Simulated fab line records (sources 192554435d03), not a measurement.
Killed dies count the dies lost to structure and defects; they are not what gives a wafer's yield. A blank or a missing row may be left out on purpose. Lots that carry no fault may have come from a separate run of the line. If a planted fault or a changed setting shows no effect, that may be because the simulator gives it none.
Lot-split experiment -- flow n5_finfet -- 21 wafers read across 7 lots, on a route 1938 steps long

== SPLIT DETAILS ==
At N5_FIN_CUT_ETCH_21 (etches SOC in N2/H2, target depth 219 nm, overetch 43.8 nm, time 523.5 s), the setting bias_w was moved away from the recipe's 61 W on 9 of the 21 wafers read, by -13.0% to +8.8%. For the rest of the wafers, this setting stayed at what the recipe calls for.

The split's own step is where the reading is taken.

== THE READING ==
rf_vpp_V, in V, at N5_FIN_CUT_ETCH_21 (etches SOC in N2/H2, target depth 219 nm, overetch 43.8 nm, time 523.5 s). A value of 240.8 V with a standard deviation of 1.5 V is what fault-free wafers of this fab line usually give.

wafer,"tool, chamber at the split","bias_w as run, W",against the recipe,"rf_vpp_V, V",against lot-mates on the recipe
L074.1,"rie_diel-02, 2",61,recipe,240.1,-
L074.3,"rie_diel-02, 1",56.2,-7.9%,226.0,-14.1
L074.5,"rie_diel-02, 1",56.2,-7.9%,226.9,-13.2
L076.1,"rie_diel-05, 3",61,recipe,240.6,-
L076.4,"rie_diel-05, 2",61,recipe,242.7,-
L076.5,"rie_diel-05, 0",61,recipe,240.7,-
L077.1,"rie_diel-06, 3",56.86,-6.8%,227.4,-15.2
L077.4,"rie_diel-06, 0",56.86,-6.8%,226.7,-15.9
L077.5,"rie_diel-06, 2",61,recipe,242.6,-
L080.1,"rie_diel-05, 2",61,recipe,241.9,-
L080.2,"rie_diel-05, 1",61,recipe,242.0,-
L080.6,"rie_diel-05, 3",61,recipe,241.8,-
L082.1,"rie_diel-02, 0",61,recipe,242.3,-
L082.4,"rie_diel-02, 3",61,recipe,242.2,-
L082.6,"rie_diel-02, 2",57.64,-5.5%,229.5,-12.8
L083.4,"rie_diel-02, 0",66.37,+8.8%,254.8,+16.0
L083.5,"rie_diel-02, 3",66.37,+8.8%,255.1,+16.3
L083.6,"rie_diel-02, 2",61,recipe,238.8,-
L086.3,"rie_diel-06, 1",61,recipe,241.7,-
L086.4,"rie_diel-06, 3",53.06,-13.0%,219.8,-21.9
L086.5,"rie_diel-06, 0",53.06,-13.0%,216.7,-25.0

FIT RESULTS
A straight line over all 21 wafers: rf_vpp_V changes by +1.77 V for each +1% of bias_w; r = +0.99; the points scatter about the line by 1.4 V.
The same after taking each lot's own level away (the mean of its wafers on the recipe; 21 wafers): +1.87 V for each +1%; r = +0.99; scatter 1.3 V.
That fit puts the effect of the largest move of bias_w on the reading at 24 V.
The lots' own levels span 238.80 to 242.60 V, that is 2.5 times the standard deviation above.
The two slopes are in agreement: the lot-to-lot level therefore moves the slope only a little.
Check: for one of the wafers moved furthest among these (-13.0%), held out of the fit, the line's prediction against its lot-mates is -25.3 V. It came out at -21.9 V against them.
Tool readings at the split's step, against how far the setting was moved: rf_vpp_V r = +0.99.

== OTHER SPLITS APPLIED TO THESE WAFERS ==
Other splits were also applied to these wafers ahead of the reading. Each is held against what the fit with the lots' levels taken away leaves over:
other split on the same wafers,wafers away from the commonest value,r with rf_vpp_V (lot level and that fit taken away)
N5_ZERO_LAYER_EXPOSE_08 dose_mj,11,+0.54
N5_ZERO_LAYER_DESCUM_16 time_s,6,+0.52
N5_PMOS_HMC_CHANNEL_EPI_PEB_07 peb_temp_c,8,-0.42
N5_PMOS_HMC_CHANNEL_EPI_ETCH_38 bias_w,8,-0.42
N5_FIN_SAQP_DESCUM_21 time_s,7,-0.32

== THE FILE'S OWN FIT ==
rf_vpp_V changes by +1.9 V for each +1% of bias_w, r = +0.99.
